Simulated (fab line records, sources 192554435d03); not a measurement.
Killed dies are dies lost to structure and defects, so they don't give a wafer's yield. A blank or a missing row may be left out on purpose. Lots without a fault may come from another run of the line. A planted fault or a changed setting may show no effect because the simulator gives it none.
Split-lot experiment | flow n5_finfet | 7 lots, 39 wafers read, on a route of 1938 steps

THE SPLIT
At N5_BEOL_M0_SAQP_ETCH_106 (etches SOC in N2/H2, stops on SiNx, target depth 150 nm), the setting target_depth_a was moved away from the recipe's 1500 angstrom on 12 of the 39 wafers read, by -32.9% to +52.7%. The other wafers ran this setting at the recipe's value.

The reading is taken at the split's own step.

THE READING
SOC_of_BEOL_M0_SAQP_COAT_105.thk_nm (the simulator's own value, which no gauge read), in nm, at N5_BEOL_M0_SAQP_ETCH_106 (etches SOC in N2/H2, stops on SiNx, target depth 150 nm). The file gives no usual value for it. The 27 wafers here that ran the recipe average 24.3 nm, standard deviation 2 nm.

wafer  | tool, chamber at the split | target_depth_a as run, angstrom | against the recipe | SOC_of_BEOL_M0_SAQP_COAT_105.thk_nm, nm | against lot-mates on the recipe
L074.1 | rie_diel-01, 0             | 1500                            | recipe             | 26.2                                    | -
L074.2 | rie_diel-01, 1             | 1500                            | recipe             | 22.4                                    | -
L074.5 | rie_diel-01, 1             | 1500                            | recipe             | 22.4                                    | -
L074.3 | rie_diel-01, 1             | 1500                            | recipe             | 22.2                                    | -
L074.4 | rie_diel-01, 0             | 1500                            | recipe             | 25.6                                    | -
L074.6 | rie_diel-01, 0             | 1500                            | recipe             | 26                                      | -
L075.1 | rie_diel-04, 0             | 1007                            | -32.9%             | 48.8                                    | +24.1
L075.2 | rie_diel-04, 1             | 1500                            | recipe             | 24.8                                    | -
L075.3 | rie_diel-04, 2             | 1500                            | recipe             | 24.2                                    | -
L075.4 | rie_diel-04, 3             | 1007                            | -32.9%             | 50.4                                    | +25.7
L075.5 | rie_diel-04, 2             | 1007                            | -32.9%             | 48.4                                    | +23.7
L075.6 | rie_diel-04, 1             | 1500                            | recipe             | 25                                      | -
L077.1 | rie_diel-04, 1,2,0         | 2291                            | +52.7%             | 0                                       | -26.3
L077.2 | rie_diel-04, 1,2,0         | 2291                            | +52.7%             | 0                                       | -26.3
L077.4 | rie_diel-04, 1,2,0         | 2291                            | +52.7%             | 0                                       | -26.3
L077.3 | rie_diel-04, 3             | 1500                            | recipe             | 27.8                                    | -
L077.5 | rie_diel-04, 3             | 1500                            | recipe             | 26.6                                    | -
L077.6 | rie_diel-04, 2             | 1500                            | recipe             | 24.4                                    | -
L080.2 | rie_diel-01, 2             | 1500                            | recipe             | 24.4                                    | -
L080.4 | rie_diel-01, 1             | 1500                            | recipe             | 21.2                                    | -
L080.5 | rie_diel-01, 0             | 1500                            | recipe             | 25                                      | -
L082.1 | rie_diel-01, 3,1,2         | 2192                            | +46.1%             | 0                                       | -23.8
L082.3 | rie_diel-01, 3,1,2         | 2192                            | +46.1%             | 0                                       | -23.8
L082.5 | rie_diel-01, 3,1,2         | 2192                            | +46.1%             | 0                                       | -23.8
L082.2 | rie_diel-01, 2             | 1500                            | recipe             | 24                                      | -
L082.4 | rie_diel-01, 0             | 1500                            | recipe             | 25.8                                    | -
L082.6 | rie_diel-01, 1             | 1500                            | recipe             | 21.6                                    | -
L086.1 | rie_diel-01, 2             | 1500                            | recipe             | 24.8                                    | -
L086.2 | rie_diel-01, 3             | 1500                            | recipe             | 19.2                                    | -
L086.3 | rie_diel-01, 0             | 1500                            | recipe             | 25.8                                    | -
L086.4 | rie_diel-01, 1             | 1500                            | recipe             | 22.6                                    | -
L086.5 | rie_diel-01, 2             | 1500                            | recipe             | 25.4                                    | -
L086.6 | rie_diel-01, 1             | 1500                            | recipe             | 23                                      | -
L093.1 | rie_diel-05, 0             | 1500                            | recipe             | 23.2                                    | -
L093.2 | rie_diel-05, 2             | 1135                            | -24.3%             | 42.6                                    | +17.1
L093.3 | rie_diel-05, 3             | 1500                            | recipe             | 25.2                                    | -
L093.4 | rie_diel-05, 1             | 1135                            | -24.3%             | 45.4                                    | +19.9
L093.5 | rie_diel-05, 0             | 1135                            | -24.3%             | 42.2                                    | +16.7
L093.6 | rie_diel-05, 1             | 1500                            | recipe             | 28                                      | -
Where a row lists several chambers, the file gives one row for several wafers and doesn't say which wafer went through which chamber.

THE FIT
A straight line over all 39 wafers: SOC_of_BEOL_M0_SAQP_COAT_105.thk_nm changes by -0.569 nm for each +1% of target_depth_a; r = -0.97; the points scatter about the line by 3 nm.
The same after taking each lot's own level away (the mean of its wafers on the recipe; 39 wafers): -0.574 nm for each +1%; r = -0.98; scatter 2.6 nm.
On that fit, the largest move of target_depth_a shifts the reading by 30 nm.
The lots' own levels span 23.47 to 26.27 nm, that is 1.4 times the standard deviation above.
So the lot-to-lot level changes the slope little: the two slopes agree.
Check: with one of the wafers moved furthest among these (+52.7%) left out of the fit, the line predicts -29.5 nm for it against its lot-mates. It came out at -26.3 nm against them.

OTHER SPLITS ON THESE WAFERS
These wafers also went through other splits before the reading. Each is held against what the fit with the lots' levels taken away leaves over:
other split on the same wafers          | wafers away from the commonest value | r with SOC_of_BEOL_M0_SAQP_COAT_105.thk_nm (lot level and that fit taken away)
N5_ZERO_LAYER_DEVELOP_10 develop_time_s | 12                                   | +0.15
N5_FIN_SAQP_PECVD_06 time_s             | 15                                   | -0.18

THE FILE'S OWN FIT
SOC_of_BEOL_M0_SAQP_COAT_105.thk_nm changes by -0.566 nm for each +1% of target_depth_a, r = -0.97.
